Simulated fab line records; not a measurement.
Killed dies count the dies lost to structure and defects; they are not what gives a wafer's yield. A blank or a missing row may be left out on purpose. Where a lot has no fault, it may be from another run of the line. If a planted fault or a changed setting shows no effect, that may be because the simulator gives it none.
fab line records | flow nand-harc
record: lots: 14 wafers: 42 last-day: 33
route steps=1302 shown A_BONDPAD@1202
lots that met no fault: from a run of the same line without faults
start-h: hours from the record's opening day to when the first of the lot's shown wafers began | wait-h: hours elapsed since this lot's preceding step | " unchanged from the row above | L1.1+2: one row covering several wafers at once | - no value present, or no start provided | * or withheld: withheld | < > ~ a bound
route shown NAME@n: a module of which the file shows steps, and the number in the route of the first | usual: mean/standard deviation taken from wafers without a fault | same: alike in all rows | chamber/n: place in a boat | sites: each site's reading | _std_site: standard deviation of those values | _edge_site: inner sites' mean taken away from outer sites' mean | radius-mm: for every site, how far away it sits from the centre of the wafer | mask NAME#n: copy n | behind: the most recent tool/chamber to have shaped the wafer | hold: cause of the lot's hold/its duration in hours/its outcome | device: the transistor (n, p or np) that didn't switch | end of line: the route-end tests of the same wafers | for a step that has no rows: nothing shown but its recipe | killed: dies that structure and defects cost at the first sort, which is not the same as the wafer's yield | map: a wafer's dies, marking killed ones x, the rest . and places with no die _
set.NAME: the run value of the setting; set.NAME@STEP: its run value at that earlier step | model.NAME: the simulator's own value behind a step, which no gauge read
one table for each step of the route and one row for each wafer, over a sample of lots
services: when a tool's chamber went out of use (start-h, in hours from the record's first day, below 0 if earlier), for how many hours, and the reason
== steps ==
step: NHARC_A_BONDPAD_DEP_00
recipe: target-thk-a: 2500 temp-c: 370 target-thk-nm: 250 pressure-torr: 3 flow-sccm: 200 rf-w: 450 material: SiCN
usual: chamber-pressure-Torr: 3.000/0.0061 heater-power-w: 608/62
columns lot.wafer tool chamber start-h wait-h chamber-pressure-Torr heater-power-w
L502.2 pecvd-01 1 528.07 - 2.990 527
L502.3 " 2 " " 3.003 625
L502.1 " 0 " " 2.994 658
L501.1 pecvd-02 0 545.78 - 3.009 708
L501.3 " 2 " " 3.008 516
L501.4 " 2 " " 3.010 541
L504.2 pecvd-01 1 557.74 - 3.004 600
L504.3 " 2 " " 3.002 714
L504.5 " 2 " " 2.997 739
L506.3 pecvd-01 0 569.18 - 3.002 614
L506.2 " 1 " " 2.992 611
L506.5 " 1 " " 3.000 599
L509.2 pecvd-01 2 601.82 - 3.002 671
L509.1 " 0 " " 2.999 597
L509.6 " 0 " " 3.006 612
L508.1 pecvd-01 1 602.21 - 2.995 560
L508.2 " 2 " " 3.002 679
L508.5 " 0 " " 3.007 605
L516.3 pecvd-04 1 671.75 - 3.003 604
L516.1 " 2 " " 2.995 558
L516.5 " 2 " " 2.997 576
L519.1 pecvd-02 0 688.84 - 3.000 620
L519.4 " 2 " " 3.002 533
L519.5 " 0 " " 3.005 652
L517.1 pecvd-04 2 - - 2.998 556
L517.5 " 2 " " 2.988 559
L517.4 " 0 " " 3.020 607
L518.2 pecvd-02 1 698.56 - 3.004 534
L518.4 " 0 " " 3.011 697
L518.5 " 2 " " 2.992 594
L520.1 pecvd-02 2 - - 2.993 654
L520.4 " 2 " " 3.003 512
L520.5 " 0 " " 2.991 654
L524.3 pecvd-01 2 741.10 - 2.995 655
L524.4 " 0 " " 3.004 729
L524.6 " 2 " " 2.996 656
L521.1 pecvd-01 2 742.97 - 2.991 680
L521.2 " 0 " " 2.999 736
L521.4 " 1 " " 2.988 647
L523.1 pecvd-04 1 - - 2.991 546
L523.6 " 1 " " 2.992 554
L523.5 " 2 " " 3.001 624
step: NHARC_A_BONDPAD_OVL_MEAS_35
usual: overlay-x-nm: 1/6.9 overlay-y-nm: -2/7.4
columns lot.wafer tool chamber start-h wait-h overlay-x-nm overlay-y-nm
L502.1 overlay-02 - 529.25 - -6 -13
L502.2 " - " " -5 -12
L502.3 " - " " -5 -12
L501.1 overlay-02 - 547.08 - -8 -11
L501.3 " - " " -8 -11
L501.4 " - " " -8 -11
L504.2 overlay-02 - 559.05 - -3 3
L504.3 " - " " -3 3
L504.5 " - " " -3 3
L506.2 overlay-02 - 570.32 - 3 4
L506.3 " - " " 3 4
L506.5 " - " " 3 4
L509.1 overlay-01 - 603.14 - -12 2
L509.2 " - " " -13 1
L509.6 " - " " -13 1
L508.1 overlay-02 - 603.53 - 3 4
L508.2 " - " " 3 4
L508.5 " - " " 3 4
L516.1 overlay-01 - 673.06 - 5 -6
L516.3 " - " " 6 -5
L516.5 " - " " 6 -6
L519.1 overlay-02 - 690.10 - -3 -5
L519.4 " - " " -4 -6
L519.5 " - " " -4 -5
L517.1 overlay-01 - 693.53 - -5 0
L517.4 " - " " -5 0
L517.5 " - " " -5 0
L518.2 overlay-01 - 699.70 - 8 -7
L518.4 " - " " 7 -7
L518.5 " - " " 8 -7
L520.1 overlay-01 - 737.81 - 2 -7
L520.4 " - " " 3 -7
L520.5 " - " " 3 -7
L524.3 overlay-01 - 742.19 - 8 4
L524.4 " - " " 7 5
L524.6 " - " " 8 4
L521.1 overlay-01 - 744.28 - -3 9
L521.2 " - " " -3 10
L521.4 " - " " -2 9
L523.1 overlay-02 - 760.28 - -2 5
L523.5 " - " " -2 6
L523.6 " - " " -2 6
step: NHARC_A_BONDPAD_PVD_27
recipe: target-thk-a: 300 chamber-pressure-pa: 5 power-w: 5000 substrate-temp-c: 30 time-s: 20.49 material: Cu
usual: cathode-dc-power-W: 5000.1/0.88 chamber-pressure-pa: 5.000/0.011 throttle-valve-pct: 29.7/1.2
columns lot.wafer tool chamber start-h wait-h cathode-dc-power-W chamber-pressure-pa throttle-valve-pct
L502.2 pvd-sputter-03 - 530.55 - 5000.3 5.001 30.1
L502.1 " - " " 4999.5 5.011 33.1
L502.3 " - " " 5000.6 4.990 29.1
L501.4 pvd-sputter-02 - 548.38 - 5000.7 4.989 28.1
L501.3 " - " " 5000.3 4.991 29.1
L501.1 " - " " 5000.5 4.991 30.5
L504.3 pvd-sputter-02 - 560.34 - 4999.7 5.007 29.7
L504.2 " - " " 5000.7 5.001 30.3
L504.5 " - " " 4999.4 5.008 30.3
L506.2 pvd-sputter-01 - 571.64 - 5000.8 5.015 30.8
L506.3 " - " " 4999.4 4.989 29.6
L506.5 " - " " 5000.6 5.008 29.9
L509.1 pvd-sputter-03 - 604.43 - - - -
L509.2 " - " " - - -
L509.6 " - " " - - -
L508.1 pvd-sputter-01 - 604.90 - - - -
L508.2 " - " " - - -
L508.5 " - " " - - -
L516.3 pvd-sputter-01 - 674.36 - 5001.2 5.005 30.5
L516.1 " - " " 5000.8 4.984 29.2
L516.5 " - " " 5001.5 4.986 29.7
L519.4 pvd-sputter-01 - 691.39 - 4998.7 5.013 30.2
L519.1 " - " " 4999.6 5.000 28.9
L519.5 " - " " 5002.5 4.989 29.8
L517.1 pvd-sputter-03 - 694.81 - 4999.4 5.015 27.7
L517.4 " - " " 4998.2 5.018 28.0
L517.5 " - " " 5000.6 5.018 27.9
L518.4 pvd-sputter-03 - 701.44 - 5000.3 4.987 27.9
L518.2 " - " " 5000.5 4.995 28.7
L518.5 " - " " 4999.7 5.015 28.5
L520.1 pvd-sputter-03 - 739.10 - 4999.5 5.013 28.5
L520.4 " - " " 4999.3 5.017 28.2
L520.5 " - " " 5000.2 5.005 32.7
L524.3 pvd-sputter-03 - 743.49 - 4999.7 5.010 28.6
L524.4 " - " " 5000.4 5.021 28.6
L524.6 " - " " 4999.5 4.995 28.3
L521.1 pvd-sputter-02 - 745.57 - 5000.7 5.001 30.4
L521.2 " - " " 5000.9 5.007 29.1
L521.4 " - " " 4999.5 4.985 28.9
L523.1 pvd-sputter-02 - 761.58 - 5000.6 4.990 28.9
L523.6 " - " " 4999.2 5.011 30.9
L523.5 " - " " 4999.8 4.979 28.7
step: NHARC_A_BONDPAD_CMP_19
recipe: t-overpolish-s: 30 cu-recess-touch-s: 16 target-thk-nm: 169.82
usual: motor-current-A: 12.1/1.9 overpolish-run-s: 30.000/0.01
columns lot.wafer tool chamber start-h wait-h motor-current-A overpolish-run-s
L502.1 cmp-01 1 531.40 - 13.6 29.980
L502.3 " 3 " " 11.1 30.006
L502.2 " 0 " " 14.1 30.008
L501.4 cmp-04 2 549.24 - 11.1 30.015
L501.1 " 3 " " 12.4 29.985
L501.3 " 1 " " 15.5 30.006
L504.3 cmp-02 1 561.29 - 9.8 30.001
L504.2 " 3 " " 11.9 30.004
L504.5 " 0 " " 10.6 30.015
L506.3 cmp-04 0 572.50 - 9.5 29.995
L506.2 " 2 " " 11.2 29.997
L506.5 " 3 " " 12.4 29.998
L509.2 cmp-02 0 605.29 - 10.8 30.009
L509.1 " 1 " " 10.0 29.995
L509.6 " 1 " " 9.7 30.005
L508.2 cmp-02 3 605.84 - 12.1 30.014
L508.1 " 0 " " 10.5 30.009
L508.5 " 2 " " 15.3 30.000
L516.1 cmp-01 1 675.20 - 14.3 29.989
L516.3 " 3 " " 11.3 30.012
L516.5 " 1 " " 13.7 30.001
L519.4 cmp-01 2 692.56 - 11.7 29.995
L519.1 " 0 " " 14.9 29.988
L519.5 " 2 " " 12.1 29.997
L517.4 cmp-04 2 695.91 - 10.3 30.001
L517.1 " 0 " " 9.7 30.012
L517.5 " 3 " " 12.7 30.014
L518.4 cmp-02 1 702.33 - 10.1 29.991
L518.2 " 3 " " 12.4 30.011
L518.5 " 0 " " 10.8 30.000
L520.1 cmp-04 2 739.96 - 10.6 30.013
L520.4 " 1 " " 16.6 30.000
L520.5 " 2 " " 12.1 30.015
L524.3 cmp-04 3 744.36 - 13.2 30.009
L524.4 " 2 " " 11.5 30.011
L524.6 " 3 " " 12.9 29.999
L521.2 cmp-02 0 746.45 - 10.5 29.993
L521.4 " 1 " " 9.2 30.026
L521.1 " 2 " " 14.2 30.003
L523.1 cmp-04 3 762.45 - 12.6 29.999
L523.5 " 2 " " 11.5 29.990
L523.6 " 3 " " 12.8 29.992
== services ==
columns tool chamber start-h hours kind
cmp-02 - 527.37 4.0 pm
pvd-sputter-03 - 538.22 10.0 pm
cmp-04 - 568.16 3.7 repair
pvd-sputter-01 - 582.00 10.0 pm
cmp-04 - 587.82 0.7 repair
pecvd-02 - 589.00 13.0 pm
cmp-04 - 600.09 3.3 repair
pecvd-02 2 608.65 5.5 repair
cmp-04 - 609.63 3.2 repair
cmp-02 - 625.37 4.0 pm
cmp-04 - 634.76 3.3 repair
pvd-sputter-02 - 638.08 10.0 pm
cmp-04 - 638.23 0.3 repair
cmp-04 - 644.01 0.4 repair
pvd-sputter-03 - 663.61 0.7 repair
pvd-sputter-01 - 669.47 1.7 repair
pecvd-01 - 673.03 13.0 pm
pvd-sputter-03 - 678.42 0.5 repair
cmp-04 - 687.02 0.8 repair
cmp-04 - 701.21 0.4 repair
pvd-sputter-03 - 716.22 10.0 pm
cmp-02 - 723.37 4.0 pm
pecvd-01 - 729.44 0.9 repair
cmp-04 - 731.05 0.5 repair
== key ==
first-sign: step: NHARC_A_BONDPAD_PVD_27 reading: tool-record direction: missing
effect none on later readings
met-at NHARC_A_BONDPAD_PVD_27
struck-lots L508,L509
later-rows-left-out L508.1,L508.2,L508.5,L509.1,L509.2,L509.6
sort-left-out L508.1,L508.2,L508.5,L509.1,L509.2,L509.6
not-acting-at NHARC_A_BONDPAD_DEP_00,NHARC_A_BONDPAD_OVL_MEAS_35,NHARC_A_BONDPAD_CMP_19
onset-between 571.64 604.43
fault: kind: skipped-step-whole tool: pvd-sputter-01,pvd-sputter-03 chamber: - onset-h: 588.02 steps: NHARC_A_BONDPAD_PVD_27 scope: struck-lots-only
sort-left-out: the simulated sort isn't trusted on such a fault, so these wafers' sort isn't shown, and their yield isn't known
later-rows-left-out: the simulator's readings of these wafers behind a module that went badly wrong aren't trusted and aren't shown, but for the sort
